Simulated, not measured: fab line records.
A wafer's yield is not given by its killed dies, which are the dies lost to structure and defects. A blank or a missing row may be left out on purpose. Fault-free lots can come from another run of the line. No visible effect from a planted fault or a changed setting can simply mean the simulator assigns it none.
What tool caused it?	flow nand-harc	11 lots, 33 wafers sampled, at 6 steps of a route of 1159

## WHAT EACH GAUGE READ, for each wafer
NHARC_P_GATE_CD_MEAS_26 targets a cd of 120 nm.
lot	measured	on	cd-nm (nm)
L355	day 5 05:31	cd-sem-02	120.4 120.4 119.2
L360	day 6 06:44	cd-sem-03	119.8 119.8 119.0
L362	day 6 20:44	cd-sem-03	118.9 118.8 119.2
L364	day 8 01:15	cd-sem-02	119.7 119.9 120.4
L365	day 8 01:50	cd-sem-03	103.4 102.8 102.4
L366	day 8 01:20	cd-sem-03	120.6 120.0 119.8
L368	day 8 14:11	cd-sem-03	119.4 120.4 119.5
L367	day 8 13:32	cd-sem-01	119.9 120.1 120.0
L374	day 9 19:17	cd-sem-03	119.9 119.4 119.7
L373	day 9 18:58	cd-sem-02	119.6 119.7 120.1
L375	day 10 04:48	cd-sem-01	118.6 118.8 119.7

NHARC_END_SORT_01.
lot	measured	on	killed-at-array	killed-at-other	killed-at-periphery	killed-dies	killed-open	killed-short
L365	day 22 02:40	prober-01	18 19 29	0 0 0	37 52 74	55 71 103	2 5 2	1 1 2

## EACH LOT AND THE TOOL THAT RAN IT (in order: tool; ch and the chambers of the sampled wafers; start)
lot	NHARC_P_STI_ETCH_15	NHARC_P_GATE_DEP_103	NHARC_P_GATE_EXPOSE_23	NHARC_P_GATE_HM_OPEN_105
L355	rie-si-03 ch 0,1,2, day 2 22:00	pecvd-01 ch 1,2, day 5 04:50	arfi-scanner-02 ch 0, day 5 05:22	rie-diel-09 ch 1,3, no start
L360	rie-si-02 ch 0,1,2, day 4 02:48	pecvd-04 ch 0,1, day 6 06:01	arfi-scanner-02 ch 0, day 6 06:35	rie-diel-11 ch 1,2,3, no start
L362	rie-si-02 ch 1,2, day 4 23:21	pecvd-04 ch 0,1, day 6 20:06	arfi-scanner-01 ch 0, day 6 20:36	rie-diel-06 ch 1,2, no start
L364	rie-si-03 ch 0,2,3, day 5 06:43	pecvd-01 ch 0,1,2, day 8 00:46	arfi-scanner-02 ch 0, day 8 01:07	rie-diel-06 ch 1,2,3, no start
L365	rie-si-01 ch 0,1,2, day 5 11:43	pecvd-01 ch 1,2, day 8 01:18	arfi-scanner-02 ch 0, day 8 01:42	rie-diel-06 ch 0,1,3, day 22 02:40 or earlier
L366	rie-si-03 ch 0,1,3, day 5 17:51	pecvd-04 ch 1,2, day 8 00:47	arfi-scanner-02 ch 0, day 8 01:11	rie-diel-09 ch 0,1,2, no start
L368	rie-si-02 ch 0,1,3, day 6 03:02	pecvd-01 ch 0,1,2, day 8 13:32	arfi-scanner-03 ch 0, day 8 14:02	rie-diel-06 ch 0,1,2, no start
L367	rie-si-03 ch 0,3, day 6 03:04	pecvd-03 ch 0,2, day 8 12:53	arfi-scanner-01 ch 0, day 8 13:23	rie-diel-09 ch 0,2,3, no start
L374	rie-si-01 ch 0,3, day 7 14:19	pecvd-01 ch 0,1,2, day 9 18:47	arfi-scanner-01 ch 0, day 9 19:09	rie-diel-11 ch 1,2,3, no start
L373	rie-si-02 ch 0,3, day 7 14:26	pecvd-03 ch 1,2, day 9 18:26	arfi-scanner-01 ch 0, day 9 18:49	rie-diel-06 ch 1,2, no start
L375	rie-si-02 ch 1,2, day 7 23:27	pecvd-03 ch 0,2, day 10 04:10	arfi-scanner-02 ch 0, day 10 04:40	rie-diel-11 ch 0,1, no start
- NHARC_P_STI_ETCH_15: etches the open film in HBr/Cl2, target depth 300 nm, time 100.1 s.
- NHARC_P_GATE_DEP_103: deposits SiON, target thk 30 nm.
- NHARC_P_GATE_EXPOSE_23: exposes mask P GATE, target cd 120 nm.
- NHARC_P_GATE_HM_OPEN_105: chemistry O2/COS, target depth 360 nm.

## WHAT THE TOOLS THEMSELVES READ (means of the sampled wafers that have a number; where no wafer has one, the mark that the record gives instead)
NHARC_P_STI_ETCH_15.
lot	tool	chamber-pressure-mTorr (mTorr)	drypump-motor-current-A (A)	mfc-cl2-sccm (sccm)	oes-product-au (a.u.)	rf-fwd-power-W (W)	throttle-valve-pct (%)
L355	rie-si-03	15.004	5.8	50.09	0.995	396.9	26.404
L360	rie-si-02	15.014	6.2	50.08	1.004	397.2	26.408
L362	rie-si-02	14.996	6.0	49.95	1.019	397.8	26.411
L364	rie-si-03	15.014	6.2	50.10	0.999	395.7	26.403
L365	rie-si-01	14.998	5.9	50.00	0.989	397.0	26.401
L366	rie-si-03	15.003	5.9	49.99	1.000	397.2	26.402
L368	rie-si-02	14.995	6.0	49.95	0.995	397.0	26.408
L367	rie-si-03	14.986	6.4	50.02	0.994	397.5	26.403
L374	rie-si-01	15.018	6.0	50.06	1.001	397.6	26.403
L373	rie-si-02	14.994	5.8	50.08	0.993	395.4	26.406
L375	rie-si-02	15.001	6.0	49.95	1.015	397.8	26.416

NHARC_P_GATE_DEP_103.
lot	tool	heater-power-w (W)	rf-fwd-power-W (W)
L355	pecvd-01	685	349.6
L360	pecvd-04	718	348.7
L362	pecvd-04	700	348.7
L364	pecvd-01	769	348.1
L365	pecvd-01	704	347.8
L366	pecvd-04	831	348.5
L368	pecvd-01	751	348.1
L367	pecvd-03	774	348.5
L374	pecvd-01	748	349.1
L373	pecvd-03	803	350.2
L375	pecvd-03	733	348.0

NHARC_P_GATE_EXPOSE_23.
lot	tool	focus-offset-nm (nm)
L355	arfi-scanner-02	0.3
L360	arfi-scanner-02	0.5
L362	arfi-scanner-01	-0.3
L364	arfi-scanner-02	-0.5
L365	arfi-scanner-02	0.2
L366	arfi-scanner-02	-0.5
L368	arfi-scanner-03	-0.3
L367	arfi-scanner-01	0.2
L374	arfi-scanner-01	0.2
L373	arfi-scanner-01	-0.4
L375	arfi-scanner-02	0.2

NHARC_P_GATE_HM_OPEN_105.
lot	tool	chamber-pressure-mTorr (mTorr)	drypump-motor-current-A (A)	o2-flow-sccm (sccm)	oes-product-au (a.u.)	rf-fwd-power-W (W)	rf-vpp-V (V)	showerhead-plenum-p-Torr (Torr)	throttle-valve-pct (%)
L355	rie-diel-09	20.020	5.4	400.3	1.002	498.3	467	3.07	28.324
L360	rie-diel-11	19.988	5.8	399.5	0.998	498.5	466	3.04	28.329
L362	rie-diel-06	20.004	5.4	400.7	0.995	497.2	470	3.28	28.339
L364	rie-diel-06	19.994	5.7	399.0	0.993	498.2	469	3.20	28.324
L365	rie-diel-06	20.006	5.8	400.4	0.990	499.1	466	3.06	28.322
L366	rie-diel-09	19.994	5.2	400.0	1.002	496.9	467	3.16	28.326
L368	rie-diel-06	20.005	5.4	400.7	0.994	498.4	467	3.13	28.333
L367	rie-diel-09	19.998	5.5	398.9	0.996	497.4	466	3.06	28.329
L374	rie-diel-11	20.001	5.8	400.3	0.996	496.8	468	3.19	28.324
L373	rie-diel-06	19.990	5.4	399.8	1.005	498.2	471	3.27	28.327
L375	rie-diel-11	19.994	6.3	400.8	0.989	496.2	469	3.24	28.338

## THE ANSWER, worked out from the rows above alone
Rule: what is usual is taken from the lots themselves. Put in order of their means at a reading, lots are off if they are a third of the lots or fewer, leave a main group of 4 or more, and stand apart from it by a gap of 3 or more times the standard deviation of the main group's means; of several such gaps the widest counts. A main group whose means are all the same, to the digits that the tables above print for the reading, isn't used. A lot without any number at a reading at which 4 lots or more have one is off too. The other lots that the step has rows for count as sound. Order of review: gauges by route order, followed by the tools' own readings, for which a lot's mean as printed above is used. The first step at which some lot is off is used, and at that step the reading that is off furthest; a lot without a number counts as furthest.
Off: L365, at NHARC_P_GATE_CD_MEAS_26 (cd-nm). For the main group the mean is 119.7 nm and the standard deviation 0.39.
If a tool, at a process step before that reading, ran all the lots that are off and no sound lot after the first of them, it fits. Those tools and the gauges at NHARC_P_GATE_CD_MEAS_26 are tried in the same way. Not one of the candidates tried fits.

## WHAT THE SIMULATOR PUT IN
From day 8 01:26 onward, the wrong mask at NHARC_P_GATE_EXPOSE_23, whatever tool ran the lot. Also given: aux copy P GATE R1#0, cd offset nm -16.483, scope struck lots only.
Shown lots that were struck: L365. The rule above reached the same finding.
